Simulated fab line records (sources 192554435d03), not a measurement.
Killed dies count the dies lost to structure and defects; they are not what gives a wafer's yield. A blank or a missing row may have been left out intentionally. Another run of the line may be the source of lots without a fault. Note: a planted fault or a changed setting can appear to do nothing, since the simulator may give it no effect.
Comparing a struck lot with a sound one :: flow n5 finfet :: 15 steps out of a route of 1938
Sound: these wafers, L724.1, L724.5, L724.6. Struck: wafer L738.4 (left out: L738.1, a lot-mate that was not struck); the cause follows at the end.
Each step with rows lists, per side, the tool, then ch with its chambers, then its first start. Under that, the readings that differ: sound wafers :: struck wafers :: difference of the means :: sigmas: that difference in standard deviations of wafers without a fault.
alike: readings whose means differ by less than 2 such deviations, and words and numbers that are the same on both sides. not compared: withheld readings, readings that some wafer has no value for, bounds like >300 that may hide the same value, and numbers for which the record gives no deviation and whose values overlap.
Wherever a step has rows on one side only, a row that says differs or no value, or a row with sigmas, the two part there. Numbers that don't overlap but have no deviation are shown without sigmas and don't part them. A reading missing from all wafers of one side parts the sides only when that side holds two or more wafers.

first, 7 steps without rows for these wafers: N5_PASSIVATION_COAT_38; N5_PASSIVATION_EBR_40; N5_PASSIVATION_SOFTBAKE_39 (time 120 s); N5_PASSIVATION_EXPOSE_41 (exposes mask PASS OPEN, defocus 0 nm, target cd 40000 nm); N5_PASSIVATION_PEB_42; N5_PASSIVATION_DEVELOP_43 (develop time 60 s); N5_PASSIVATION_HARDBAKE_45 (time 120 s).
N5_PASSIVATION_CD_MEAS_44: the cd target is 40000 nm.
  sound on cd sem-01 ch 0, day 15 04:42; struck on cd sem-02 ch 0, day 17 21:14
  alike: cd nm
N5_PASSIVATION_OVL_MEAS_66:
  sound on overlay-01 ch 0, day 15 04:44; struck on overlay-02 ch 0, day 17 21:16
  alike: PASS_OPEN_OVL
N5_PASSIVATION_INSPECT_67: inspects for defects (macro).
  sound on defect inspect-01, day 15 04:45; struck on defect inspect-01, day 17 21:17
  alike: raw defect count
N5_PASSIVATION_DESCUM_46: chemistry O2, time 7.9 s.
  sound on rie diel-02 ch 1,2,3, day 15 04:51; struck on rie diel-02 ch 1, day 17 21:20
  alike: drypump motor current A, oes product au, rf vpp V, showerhead plenum p Torr, throttle valve pct
  not compared: rf hours counter h
N5_PASSIVATION_PASS_ETCH_47: etches SiNx in CF4/O2, target depth 770 nm, time 385 s.
  sound on rie diel-02 ch 1,2,3, day 15 04:53; struck on rie diel-02 ch 1, day 17 21:22
  alike: drypump motor current A, oes_f_703_au, oes product au, rf vpp V, showerhead plenum p Torr, throttle valve pct
  not compared: rf hours counter h
N5_PASSIVATION_ETCH_54: etches SiO2 in CHF3/O2, target depth 880 nm, time 440 s.
  sound on rie diel-02 ch 1,2,3, day 15 05:07; struck on rie diel-02 ch 1, day 17 21:35
reading: model.PASSIVATION.feature depth nm (nm)
sound: 889.2 861.4 897
struck: 1197
difference: +314
sigmas: 

reading: model.etch.depth nm (nm)
sound: 889.3 861.3 897
struck: 1197
difference: +314
sigmas: 
  alike: drypump motor current A, oes_f_703_au, oes product au, rf vpp V, showerhead plenum p Torr, throttle valve pct
  not compared: rf hours counter h
N5_PASSIVATION_STRIP_48: strips in O2.
  sound on rie diel-02 ch 1,2,3, day 15 05:24; struck on rie diel-02 ch 1, day 17 21:53
  alike: drypump motor current A, oes product au, rf vpp V, showerhead plenum p Torr, throttle valve pct
  not compared: rf hours counter h
N5_PASSIVATION_PROBE_49:
  rows exist in the record for the struck wafers here (prober-02, day 18 00:31), but not for the sound ones

WHERE THEY PART
N5_PASSIVATION_PROBE_49 only, going by this record.

WHY: the cause the simulator had injected
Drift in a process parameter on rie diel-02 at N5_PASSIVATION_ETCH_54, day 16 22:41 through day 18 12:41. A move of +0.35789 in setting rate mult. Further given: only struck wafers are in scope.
